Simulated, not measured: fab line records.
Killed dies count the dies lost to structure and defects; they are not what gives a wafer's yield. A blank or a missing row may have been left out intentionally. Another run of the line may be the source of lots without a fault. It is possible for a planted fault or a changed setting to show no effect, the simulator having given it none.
fab line records	flow n5_finfet
record: lots: 6	wafers: 18	last_day: 19
route steps=1938 shown BEOL_M9@1435
lots untouched by any fault: they come from a run of this same line in which no faults occurred
start_h: the number of hours between the record's first day and the start of the first shown wafer of the lot	wait_h: time in hours since the lot's previous step	" as in the row above	L1.1+2: several wafers, shown together as one row	- no value present, or no start provided	* or withheld: withheld	< > ~ a bound
route shown NAME@n: NAME is a module with steps in the file, n the number in the route of the first one	usual: mean/standard deviation taken from wafers without a fault	same: alike in all rows	chamber/n: place in a boat	sites: the reading at each site	_std_site: the standard deviation of these	_edge_site: mean of outer sites minus mean of inner sites	radius_mm: for every site, how far away it sits from the centre of the wafer	mask NAME#n: copy n	behind: the last tool/chamber to shape the wafer	hold: reason for holding the lot/hours on hold/outcome of the hold	device: transistor that didn't switch, given as n, p or np	end of line: tests run on the same wafers once the route is complete	a step with no rows: only its recipe	killed: the dies lost at the first sort to structure and to defects; this is not the yield of the wafer	map: dies across one wafer; x = killed, . = not, _ = none there
set.NAME: setting as actually run; set.NAME@STEP: the setting as run at that earlier step	model.NAME: the simulator's own value behind a step, which no gauge read
lots at some steps of the route; a table a step, a row a wafer
services: from which hour (start_h, from the record's first day; less than 0 if before it) a tool's chamber was out of use, for how many hours, and why
== steps ==
step: N5_BEOL_M9_OVL_MEAS_29
recipe: points_per_wafer: 522
usual: V8_OVL: -0.2/0.49
lot.wafer	tool	chamber	start_h	wait_h	V8_OVL[nm]
L870.2	overlay-02	0	267.84	0.0	-0.5
L870.3	"	0	"	"	-0.5
L870.6	"	0	"	"	0.0
L871.2	overlay-02	0	280.30	0.0	-0.5
L871.3	"	0	"	"	-0.4
L871.6	"	0	"	"	0.0
L883.1	overlay-02	0	360.15	0.0	-1.3
L883.4	"	0	"	"	-0.6
L883.5	"	0	"	"	-0.7
L886.3	overlay-02	0	377.66	0.0	-0.1
L886.4	"	0	"	"	0.6
L886.5	"	0	"	"	0.6
L885.3	overlay-01	0	382.17	0.0	0.6
L885.4	"	0	"	"	0.2
L885.5	"	0	"	"	0.5
L891.1	overlay-02	0	401.00	0.0	-0.2
L891.4	"	0	"	"	0.5
L891.5	"	0	"	"	-1.1
step: N5_BEOL_M9_INSPECT_30
recipe: mode: adi	inspect_instrument: brightfield
usual: raw_defect_count: 397/93
lot.wafer	tool	chamber	start_h	wait_h	raw_defect_count
L870.2	defect_inspect-02	-	267.89	0.0	528
L870.3	"	-	"	"	661
L870.6	"	-	"	"	661
L871.2	defect_inspect-02	-	280.35	0.0	421
L871.3	"	-	"	"	442
L871.6	"	-	"	"	364
L883.1	defect_inspect-02	-	360.21	0.1	379
L883.4	"	-	"	"	352
L883.5	"	-	"	"	411
L886.3	defect_inspect-01	-	377.71	0.0	527
L886.4	"	-	"	"	522
L886.5	"	-	"	"	398
L885.3	defect_inspect-01	-	382.21	0.0	399
L885.4	"	-	"	"	427
L885.5	"	-	"	"	356
L891.1	defect_inspect-01	-	401.06	0.1	285
L891.4	"	-	"	"	321
L891.5	"	-	"	"	327
step: N5_BEOL_M9_DESCUM_33
recipe: chemistry: O2	time_s: 7	source_power_w: 50	bias_power_w: 20	pressure_mtorr: 20	rf_frequency_hz: 2.712e+07	temp_c: 40	resist: CAR-EUV	o2_flow_sccm: 225
usual: drypump_motor_current_A: 5.8/0.46	oes_product_au: 0.81/0.095	rf_fwd_power_W: 49.43/0.22	rf_vpp_V: 243.0/1.6	showerhead_plenum_p_Torr: 2.08/0.086	throttle_valve_pct: 20.5/0.32
lot.wafer	tool	chamber	start_h	wait_h	drypump_motor_current_A	oes_product_au	rf_fwd_power_W	rf_hours_counter_h	rf_vpp_V	showerhead_plenum_p_Torr	throttle_valve_pct
L870.2	rie_diel-02	1	267.93	0.0	6.5	0.85	49.58	53	244.2	2.22	20.3
L870.3	"	0	"	"	6.1	0.90	49.14	14	243.1	2.12	19.7
L870.6	"	0	"	"	6.2	0.92	49.16	-	243.7	2.12	19.7
L871.2	rie_diel-05	3	280.38	0.0	5.1	0.69	49.67	235	242.6	2.08	20.3
L871.3	"	0	"	"	5.8	0.91	49.09	26	241.8	2.04	20.3
L871.6	"	2	"	"	6.0	0.73	49.44	-	243.9	2.17	20.8
L883.1	rie_diel-05	0	360.88	0.7	5.8	0.87	49.31	52	242.4	2.03	20.4
L883.4	"	2	"	"	6.0	0.71	49.61	196	245.4	2.16	20.9
L883.5	"	3	"	"	5.2	0.97	49.47	-	244.7	2.07	20.0
L886.3	rie_diel-05	3	377.74	0.0	5.1	0.95	49.47	10	241.9	2.07	20.0
L886.4	"	2	"	"	6.0	0.71	49.60	202	244.9	2.15	20.9
L886.5	"	2	"	"	6.0	0.71	49.62	-	243.7	2.15	20.9
L885.3	rie_diel-06	3	382.25	0.0	6.0	0.97	49.56	3	243.7	2.23	20.4
L885.4	"	1	"	"	6.5	0.70	49.54	236	242.8	2.07	20.9
L885.5	"	3	"	"	6.0	0.97	49.74	-	244.5	2.23	20.4
L891.1	rie_diel-06	1	401.10	0.0	6.5	0.70	49.72	241	243.2	2.06	20.9
L891.4	"	3	"	"	5.9	0.95	49.48	8	245.7	2.22	20.5
L891.5	"	0	"	"	5.3	0.70	49.66	-	239.9	1.90	20.8
step: N5_BEOL_M9_ETCH_76
recipe: chemistry: N2/H2	target: underlayer	target_depth_a: 65	mask_material: CAR-EUV	time_s: 5.2	ion_energy_ev: 200	pressure_mtorr: 30	source_w: 840	bias_w: 150	n2_flow_sccm: 200	h2_flow_sccm: 200	ends: cleared
usual: drypump_motor_current_A: 5.8/0.46	etch_rf_on_time_s: 5.15/0.1	oes_product_au: 0.69/0.077	rf_fwd_power_W: 819.6/2.4	rf_vpp_V: 524/3.3	showerhead_plenum_p_Torr: 2.54/0.11	throttle_valve_pct: 17.97/0.29
lot.wafer	tool	chamber	start_h	wait_h	drypump_motor_current_A	etch_rf_on_time_s	oes_product_au	rf_fwd_power_W	rf_hours_counter_h	rf_vpp_V	showerhead_plenum_p_Torr	throttle_valve_pct
L870.2	rie_diel-02	1	267.96	0.0	6.5	5.15	0.74	815.9	53	532	2.70	17.85
L870.3	"	0	"	"	6.1	4.98	0.78	824.8	14	528	2.61	17.39
L870.6	"	0	"	"	6.1	5.01	0.80	821.9	-	527	2.61	17.38
L871.2	rie_diel-05	3	280.42	0.0	5.1	5.22	0.59	817.9	235	523	2.51	17.73
L871.3	"	0	"	"	5.8	5.09	0.78	819.9	26	523	2.48	17.78
L871.6	"	2	"	"	5.9	5.06	0.64	820.0	-	525	2.65	18.39
L883.1	rie_diel-05	0	360.91	0.0	5.8	5.16	0.74	818.1	52	524	2.46	17.81
L883.4	"	2	"	"	6.0	5.08	0.61	821.5	196	529	2.64	18.43
L883.5	"	3	"	"	5.2	5.09	0.82	817.1	-	523	2.50	17.36
L886.3	rie_diel-05	3	377.77	0.0	5.2	5.06	0.80	820.9	10	522	2.50	17.38
L886.4	"	2	"	"	6.0	5.09	0.61	822.4	202	525	2.64	18.48
L886.5	"	2	"	"	6.0	5.12	0.61	823.1	-	527	2.64	18.44
L885.3	rie_diel-06	3	382.28	0.0	6.0	5.13	0.83	814.5	3	529	2.70	17.79
L885.4	"	1	"	"	6.5	5.14	0.60	815.3	236	522	2.49	18.24
L885.5	"	3	"	"	6.0	5.12	0.84	820.6	-	531	2.70	17.76
L891.1	rie_diel-06	1	401.13	0.0	6.5	5.07	0.61	815.8	241	521	2.49	18.28
L891.4	"	3	"	"	6.0	5.08	0.82	822.7	8	529	2.70	17.78
L891.5	"	0	"	"	5.2	5.04	0.62	820.0	-	517	2.32	18.20
step: N5_BEOL_M9_ETCH_65
recipe: chemistry: CF4	target: SiARC	target_depth_a: 156	mask_material: CAR-EUV	time_s: 26	ion_energy_ev: 80	pressure_mtorr: 40	source_w: 545	bias_w: 36	Ar_flow_sccm: 100	cf4_flow_sccm: 100	ends: cleared
step: N5_BEOL_M9_ETCH_66
recipe: chemistry: N2/H2	target: SOC	target_depth_a: 800	overetch_a: 160	mask_material: SiARC	temp_c: 40	time_s: 120	ion_energy_ev: 200	pressure_mtorr: 30	source_w: 840	bias_w: 150	n2_flow_sccm: 200	h2_flow_sccm: 200
usual: drypump_motor_current_A: 5.9/0.45	oes_product_au: 0.62/0.069	rf_fwd_power_W: 835.6/2.5	rf_vpp_V: 523.8/3	showerhead_plenum_p_Torr: 2.54/0.11	throttle_valve_pct: 17.93/0.29
lot.wafer	tool	chamber	start_h	wait_h	drypump_motor_current_A	oes_product_au	rf_fwd_power_W	rf_hours_counter_h	rf_vpp_V	showerhead_plenum_p_Torr	throttle_valve_pct
L870.2	rie_diel-02	1	268.00	0.0	6.6	0.65	840.4	53	529.6	2.70	17.80
L870.3	"	0	"	"	6.2	0.70	835.8	14	525.1	2.61	17.34
L870.6	"	0	"	"	6.2	0.69	833.5	-	525.0	2.61	17.34
L871.2	rie_diel-05	3	280.46	0.0	5.2	0.53	836.2	235	522.6	2.51	17.69
L871.3	"	0	"	"	5.8	0.69	837.1	26	523.1	2.48	17.73
L871.6	"	2	"	"	6.0	0.56	835.0	-	526.7	2.65	18.36
L883.1	rie_diel-05	0	360.96	0.0	5.8	0.66	835.4	52	522.8	2.46	17.79
L883.4	"	2	"	"	6.0	0.54	832.3	196	527.1	2.64	18.37
L883.5	"	3	"	"	5.2	0.74	836.1	-	522.9	2.50	17.31
L886.3	rie_diel-05	3	377.82	0.0	5.1	0.71	838.7	10	523.1	2.50	17.33
L886.4	"	2	"	"	6.0	0.54	841.8	202	526.3	2.64	18.41
L886.5	"	2	"	"	6.0	0.55	837.7	-	527.9	2.64	18.41
L885.3	rie_diel-06	3	382.33	0.0	6.0	0.75	830.9	3	527.8	2.70	17.74
L885.4	"	1	"	"	6.5	0.55	837.1	236	522.5	2.49	18.19
L885.5	"	3	"	"	6.0	0.74	833.2	-	528.4	2.70	17.74
L891.1	rie_diel-06	1	401.18	0.0	6.5	0.54	832.8	241	521.4	2.49	18.22
L891.4	"	3	"	"	6.0	0.73	835.6	8	528.5	2.70	17.76
L891.5	"	0	"	"	5.3	0.55	836.6	-	517.3	2.32	18.16
step: N5_BEOL_M9_STRIP_69
recipe: chemistry: N2/H2	temp_c: 40	n2_flow_sccm: 200	h2_flow_sccm: 200	rf_frequency_hz: 6e+07
step: N5_BEOL_M9_STRIP_77
recipe: chemistry: N2/H2	temp_c: 40	n2_flow_sccm: 200	h2_flow_sccm: 200	rf_frequency_hz: 6e+07
step: N5_BEOL_M9_VIA_ETCH_34
recipe: chemistry: C4F6/O2	target: SiCOH_lowk	target_depth_a: 1824	mask_material: SOC	taper_deg: 4	time_s: 68.4	ion_energy_ev: 250	pressure_mtorr: 30	source_w: 345	bias_w: 185	Ar_flow_sccm: 300	C4F6_flow_sccm: 10	O2_flow_sccm: 10
usual: C4F6_flow_sccm: 10.00/0.031	drypump_motor_current_A: 5.8/0.46	oes_product_au: 0.81/0.093	rf_fwd_power_W: 342.3/1.3	rf_vpp_V: 671/12	showerhead_plenum_p_Torr: 2.84/0.11	throttle_valve_pct: 21.0/0.31
lot.wafer	tool	chamber	start_h	wait_h	C4F6_flow_sccm	drypump_motor_current_A	oes_product_au	rf_fwd_power_W	rf_hours_counter_h	rf_vpp_V	showerhead_plenum_p_Torr	throttle_valve_pct
L870.2	rie_diel-02	1	268.11	0.0	10.00	6.6	0.86	342.5	53	686	2.99	20.7
L870.3	"	0	"	"	10.06	6.1	0.93	340.2	14	664	2.92	20.4
L870.6	"	0	"	"	10.06	6.2	0.93	340.1	-	665	2.92	20.4
L871.2	rie_diel-05	3	280.56	0.0	10.01	5.2	0.70	341.6	235	672	2.80	20.6
L871.3	"	0	"	"	9.98	5.8	0.91	343.5	26	666	2.80	20.9
L871.6	"	2	"	"	10.01	6.0	0.74	342.5	-	658	2.95	21.4
L883.1	rie_diel-05	0	361.06	0.0	10.03	5.8	0.87	343.2	52	664	2.79	21.0
L883.4	"	2	"	"	10.01	6.0	0.71	343.0	196	657	2.94	21.4
L883.5	"	3	"	"	10.00	5.1	0.97	342.2	-	671	2.79	20.3
L886.3	rie_diel-05	3	377.92	0.0	9.99	5.1	0.95	343.6	10	672	2.79	20.3
L886.4	"	2	"	"	10.00	6.0	0.71	344.0	202	657	2.94	21.5
L886.5	"	2	"	"	10.05	6.0	0.71	343.2	-	658	2.94	21.5
L885.3	rie_diel-06	3	382.43	0.0	10.04	6.0	0.97	342.0	3	699	3.05	21.0
L885.4	"	1	"	"	9.96	6.5	0.71	341.2	236	658	2.80	21.3
L885.5	"	3	"	"	10.05	6.0	0.97	342.0	-	701	3.05	21.0
L891.1	rie_diel-06	1	401.28	0.0	10.07	6.5	0.70	342.5	241	660	2.80	21.3
L891.4	"	3	"	"	10.01	6.0	0.96	343.2	8	698	3.05	21.1
L891.5	"	0	"	"	9.98	5.2	0.71	342.7	-	661	2.60	21.2
step: N5_BEOL_M9_STRIP_73
recipe: chemistry: C4F6/O2	resist: SiARC	rf_frequency_hz: 6e+07
step: N5_BEOL_M9_STRIP_36
recipe: chemistry: N2/H2	power_w: 450	temp_c: 40	pressure_mtorr: 20	rf_frequency_hz: 6e+07	overash_fraction: 0.3	bias_power_w: 7	h2_frac: 0.5	n2_flow_sccm: 200	h2_flow_sccm: 200
step: N5_BEOL_M9_TRENCH_ETCH_37
recipe: chemistry: C4F6/O2	target_depth_a: 1514.3	target: SiCOH_lowk	time_s: 49	ion_energy_ev: 250	pressure_mtorr: 30	source_w: 345	bias_w: 185	Ar_flow_sccm: 300	C4F6_flow_sccm: 10	O2_flow_sccm: 10
step: N5_BEOL_M9_ETCH_41
recipe: chemistry: CH3F/O2	target: SiCN	target_depth_a: 366	taper_deg: 2	time_s: 70.1	ion_energy_ev: 120	mask_material: TiN	pressure_mtorr: 30	source_w: 395	bias_w: 75	Ar_flow_sccm: 150	CH3F_flow_sccm: 30	O2_flow_sccm: 20
usual: drypump_motor_current_A: 5.9/0.45	oes_product_au: 0.81/0.094	rf_fwd_power_W: 391.9/1.4	rf_vpp_V: 297.3/1.8	showerhead_plenum_p_Torr: 2.00/0.081	throttle_valve_pct: 16.4/0.32
lot.wafer	tool	chamber	start_h	wait_h	drypump_motor_current_A	oes_product_au	rf_fwd_power_W	rf_hours_counter_h	rf_vpp_V	showerhead_plenum_p_Torr	throttle_valve_pct	model.etch.depth_nm
L870.2	rie_diel-02	1	268.25	-	6.5	0.85	394.6	53	299.9	2.11	16.1	26.49
L870.3	"	0	"	"	6.1	0.93	389.5	14	297.6	2.05	15.7	27.34
L870.6	"	0	"	"	6.1	0.93	389.7	-	298.1	2.05	15.7	27.22
L871.2	rie_diel-05	3	280.70	-	5.1	0.68	392.1	235	296.3	1.97	16.2	25.88
L871.3	"	0	"	"	5.8	0.91	392.2	26	296.2	1.96	16.2	26.64
L871.6	"	2	"	"	6.0	0.74	393.4	-	298.3	2.08	16.8	26.44
L883.1	rie_diel-05	0	361.20	-	5.7	0.62	391.3	52	296.5	1.96	16.3	14.14
L883.4	"	2	"	"	6.0	0.51	391.8	196	298.9	2.07	16.8	14.08
L883.5	"	3	"	"	5.2	0.69	391.7	-	294.6	1.96	15.7	14.2
L886.3	rie_diel-05	3	378.06	-	5.2	0.66	391.3	11	297.6	1.96	15.8	14.32
L886.4	"	2	"	"	6.0	0.50	392.3	202	298.5	2.07	16.8	14.06
L886.5	"	2	"	"	6.0	0.50	391.4	-	299.0	2.07	16.9	14.01
L885.3	rie_diel-06	3	382.57	-	5.9	0.98	391.8	3	299.9	2.14	16.3	27
L885.4	"	1	"	"	6.5	0.70	392.7	236	297.2	1.97	16.8	26.27
L885.5	"	3	"	"	6.0	0.98	392.8	-	298.6	2.14	16.3	26.89
L891.1	rie_diel-06	1	401.42	-	6.5	0.71	390.6	241	296.0	1.97	16.8	26.91
L891.4	"	3	"	"	6.0	0.95	392.8	9	300.4	2.14	16.3	27.06
L891.5	"	0	"	"	5.3	0.72	394.0	-	294.7	1.82	16.7	26.76
step: N5_BEOL_M9_STRIP_80
recipe: chemistry: N2/H2	time_s: 10	power_w: 450	temp_c: 40	pressure_mtorr: 20	rf_frequency_hz: 6e+07	bias_power_w: 7	n2_flow_sccm: 200	h2_flow_sccm: 200
usual: drypump_motor_current_A: 5.9/0.45	oes_product_au: 0.81/0.094	rf_vpp_V: 59.1/0.98	showerhead_plenum_p_Torr: 2.53/0.11	throttle_valve_pct: 23.80/0.26
lot.wafer	tool	chamber	start_h	wait_h	drypump_motor_current_A	oes_product_au	rf_hours_counter_h	rf_vpp_V	showerhead_plenum_p_Torr	throttle_valve_pct
L870.2	rie_diel-02	1	-	-	6.6	0.85	53	60.0	2.70	23.74
L870.3	"	0	"	"	6.1	0.91	14	58.2	2.61	23.30
L870.6	"	0	"	"	6.1	0.92	-	60.4	2.61	23.30
L871.2	rie_diel-05	3	-	-	5.2	0.68	235	60.2	2.51	23.47
L871.3	"	0	"	"	5.8	0.92	26	59.2	2.47	23.77
L871.6	"	2	"	"	6.0	0.73	-	60.9	2.65	24.21
L883.1	rie_diel-05	0	-	-	5.9	0.87	52	58.0	2.46	23.80
L883.4	"	2	"	"	6.0	0.71	196	60.2	2.64	24.23
L883.5	"	3	"	"	5.1	0.97	-	58.4	2.50	23.20
L886.3	rie_diel-05	3	-	-	5.1	0.94	11	58.0	2.50	23.23
L886.4	"	2	"	"	6.0	0.70	202	57.8	2.63	24.25
L886.5	"	2	"	"	6.0	0.70	-	59.1	2.63	24.24
L885.3	rie_diel-06	3	-	-	6.0	0.96	4	60.5	2.69	23.70
L885.4	"	1	"	"	6.5	0.70	236	58.6	2.49	23.93
L885.5	"	3	"	"	6.0	0.97	-	58.5	2.69	23.69
L891.1	rie_diel-06	1	-	-	6.5	0.70	241	60.3	2.49	23.92
L891.4	"	3	"	"	6.0	0.95	9	59.7	2.69	23.71
L891.5	"	0	"	"	5.2	0.71	-	56.5	2.32	23.98
== services ==
tool	chamber	start_h	hours	kind
rie_diel-05	1	264.80	-	clean
rie_diel-05	1	264.80	-	consumable_replace:focus_ring
rie_diel-05	1	264.80	21.0	scheduled_down
rie_diel-05	1	264.80	21.0	vent_cycle
rie_diel-06	-	299.45	1.1	repair
rie_diel-05	2	308.01	10.4	repair
rie_diel-05	3	329.66	-	clean
rie_diel-05	3	329.66	-	consumable_replace:focus_ring
rie_diel-02	0	347.03	9.0	repair
rie_diel-06	3	352.48	-	clean
rie_diel-06	3	352.48	-	consumable_replace:focus_ring
rie_diel-06	3	352.48	-	consumable_replace:showerhead
rie_diel-06	3	352.48	16.5	scheduled_down
rie_diel-06	3	352.48	16.5	vent_cycle
rie_diel-06	1	354.73	9.2	repair
== key ==
first_sign: step: N5_BEOL_M9_ETCH_41	reading: oes_product_au	direction: down	sigmas: 2.4	usual: 0.81	struck: 0.58
effect none on later readings
model_effect: step: N5_BEOL_M9_ETCH_41	value: etch.depth_nm	without: 26.98	struck: 14.13
met_at N5_BEOL_M9_ETCH_41
struck_wafers L883.1,L883.4,L883.5,L886.3,L886.4,L886.5
sort_left_out L883.1,L883.4,L883.5,L886.3,L886.4,L886.5
onset_between 280.70 361.20
also_fits N5_BEOL_M9_DESCUM_33:rie_diel-05,N5_BEOL_M9_ETCH_76:rie_diel-05,N5_BEOL_M9_ETCH_66:rie_diel-05,N5_BEOL_M9_VIA_ETCH_34:rie_diel-05
fault: kind: process_parameter_drift	tool: rie_diel-05	chamber: -	onset_h: 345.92	steps: N5_BEOL_M9_ETCH_41	channel: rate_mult	offset: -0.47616	shape: step	end_h: 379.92
sort_left_out: the simulated sort isn't trusted on such a fault, so these wafers' sort isn't shown, and their yield isn't known
